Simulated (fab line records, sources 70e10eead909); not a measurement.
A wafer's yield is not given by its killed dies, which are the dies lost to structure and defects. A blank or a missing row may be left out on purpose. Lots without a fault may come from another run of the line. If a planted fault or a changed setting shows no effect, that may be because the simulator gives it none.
What tool caused it?    flow nandHarc    6 lots with 18 wafers sampled at 5 steps, on a route of 1302 steps

WHAT THE GAUGES SHOWED, per wafer
NHARC_END_SORT_01.
lot   measured      on         killedAtArray
L700  day 31 21:11  prober-01  674 676 672
L703  day 33 01:45  prober-01  56 62

EACH LOT AND THE TOOL THAT RAN IT (in order: tool; ch and the chambers of the sampled wafers; start)
lot   NHARC_A_STAIRCASE_ETCH_452                    NHARC_A_STAIRCASE_HM_DEP_462  NHARC_A_STAIRCASE_ALD_415        NHARC_A_STAIRCASE_DEP_325
L686  rieDiel-05 ch 1,3, day 17 17:13 or earlier    aclDep-02 ch 0, day 17 17:13  aldHk-01 ch 1,2,3, day 17 21:38  pecvd-04 ch 1,2, day 19 05:55
L689  rieDiel-01 ch 0,1,2, day 18 16:10 or earlier  aclDep-03 ch 0, day 18 16:10  aldHk-02 ch 0,1,3, day 18 22:08  pecvd-02 ch 1,2, day 20 02:41
L695  rieDiel-10 ch 0,1,3, day 21 16:56 or earlier  aclDep-02 ch 0, day 21 16:56  aldHk-03 ch 2,3, day 21 21:28    pecvd-01 ch 0,1, day 23 07:22
L700  rieDiel-01 ch 1,2,3, day 23 22:29 or earlier  aclDep-02 ch 0, day 23 22:29  aldHk-01 ch 2,3, day 24 03:14    pecvd-04 ch 0,2, day 25 12:23
L705  rieDiel-10 ch 0,2, day 25 06:49 or earlier    aclDep-03 ch 0, day 25 06:49  aldHk-03 ch 1,2,3, day 25 12:05  pecvd-01 ch 1,2, day 26 17:16
L703  rieDiel-01 ch 0,3, day 25 08:39 or earlier    aclDep-03 ch 0, day 25 08:39  aldHk-01 ch 0,2,3, day 25 14:02  pecvd-02 ch 0,1, day 26 17:07
- NHARC_A_STAIRCASE_ETCH_452: etches the open film in CF4/O2, target depth 30 nm, overetch 3 nm, time 16.5 s.
- NHARC_A_STAIRCASE_HM_DEP_462: deposits aC, target thk 800 nm.
- NHARC_A_STAIRCASE_ALD_415: deposits SiO2, target thk 30 nm, pulse time 6 s, ald cycles 300.
- NHARC_A_STAIRCASE_DEP_325: deposits SiO2, target thk 7200 nm.

THE ANSWER, worked out from the rows above alone
Rule: the lots themselves supply what counts as usual. The widest of any qualifying gaps counts: lots, ordered by their means at a reading, are off when they make up no more than a third of the lots, leave a main group of 4 or more, and stand apart from it by 3 or more times the standard deviation of that group's means. A main group whose means are all the same, to the digits that the tables above print for the reading, isn't used. Also off: a lot with no number at a reading for which 4 or more lots have one. All remaining lots with rows at the step are treated as sound.
No lot is off at any reading shown: from this, nothing can be told.

WHAT THE SIMULATOR HAD PUT IN
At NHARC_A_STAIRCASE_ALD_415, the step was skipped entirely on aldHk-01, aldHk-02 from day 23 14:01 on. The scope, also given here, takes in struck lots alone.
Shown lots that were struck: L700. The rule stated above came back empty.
